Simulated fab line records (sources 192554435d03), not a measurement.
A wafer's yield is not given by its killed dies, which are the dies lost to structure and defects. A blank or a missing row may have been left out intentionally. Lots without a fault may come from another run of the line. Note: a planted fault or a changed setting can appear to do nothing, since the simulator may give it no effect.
Matching of chambers :: flow n5 finfet :: 4 sister chambers for N5_BEOL_M8_VIA_ETCH_34 on rie diel-05
The step etches SiCOH lowk in C4F6/O2, target depth 125.5 nm, time 50.5 s. 8 wafers are shown with their chamber, then 7 later ones without.

== EACH WAFER AND ITS CHAMBER ==
wafer: L082.4
chamber: 0
showerhead plenum p Torr (Torr): 2.70
throttle valve pct (%): 20.78

wafer: L082.5
chamber: 3
showerhead plenum p Torr (Torr): 3.06
throttle valve pct (%): 20.55

wafer: L086.2
chamber: 1
showerhead plenum p Torr (Torr): 2.82
throttle valve pct (%): 21.23

wafer: L086.6
chamber: 0
showerhead plenum p Torr (Torr): 2.69
throttle valve pct (%): 20.80

wafer: L093.4
chamber: 2
showerhead plenum p Torr (Torr): 2.93
throttle valve pct (%): 20.91

wafer: L093.6
chamber: 3
showerhead plenum p Torr (Torr): 3.04
throttle valve pct (%): 20.60

wafer: L092.1
chamber: 2
showerhead plenum p Torr (Torr): 2.93
throttle valve pct (%): 20.92

wafer: L092.3
chamber: 1
showerhead plenum p Torr (Torr): 2.81
throttle valve pct (%): 21.25

== WAFERS MISSING THEIR CHAMBER ==
wafer: L092.5
showerhead plenum p Torr (Torr): 2.81
throttle valve pct (%): 21.26

wafer: L090.1
showerhead plenum p Torr (Torr): 2.81
throttle valve pct (%): 21.25

wafer: L090.3
showerhead plenum p Torr (Torr): 3.04
throttle valve pct (%): 20.60

wafer: L090.5
showerhead plenum p Torr (Torr): 2.81
throttle valve pct (%): 21.24

wafer: L096.2
showerhead plenum p Torr (Torr): 3.02
throttle valve pct (%): 20.50

wafer: L096.3
showerhead plenum p Torr (Torr): 2.93
throttle valve pct (%): 20.92

wafer: L096.4
showerhead plenum p Torr (Torr): 3.04
throttle valve pct (%): 20.61

== THE CHAMBER EACH PASSED THROUGH ==
wafer: L092.5
from the rows above: 1
in truth: 1

wafer: L090.1
from the rows above: 1
in truth: 1

wafer: L090.3
from the rows above: 3
in truth: 3

wafer: L090.5
from the rows above: 1
in truth: 1

wafer: L096.2
from the rows above: 3
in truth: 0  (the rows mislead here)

wafer: L096.3
from the rows above: 2
in truth: 2

wafer: L096.4
from the rows above: 3
in truth: 3
Correct placement for 6 of the 7. Can't be placed from these rows: 0. Placed wrongly: 1.
How it was worked out, from the rows above alone: a wafer's distance from a chamber is the root of the sum, over the readings, of the square of ((its reading less the chamber's mean) divided by the reading's scatter). The wafer belongs to the nearest chamber; if the next one is less than 2 further off, it can't be placed. A chamber's mean is the mean of its shown wafers. The scatter is the square root of a quotient: the sum, over the shown wafers, of each reading's squared deviation from its chamber's mean, divided by wafers minus chambers.
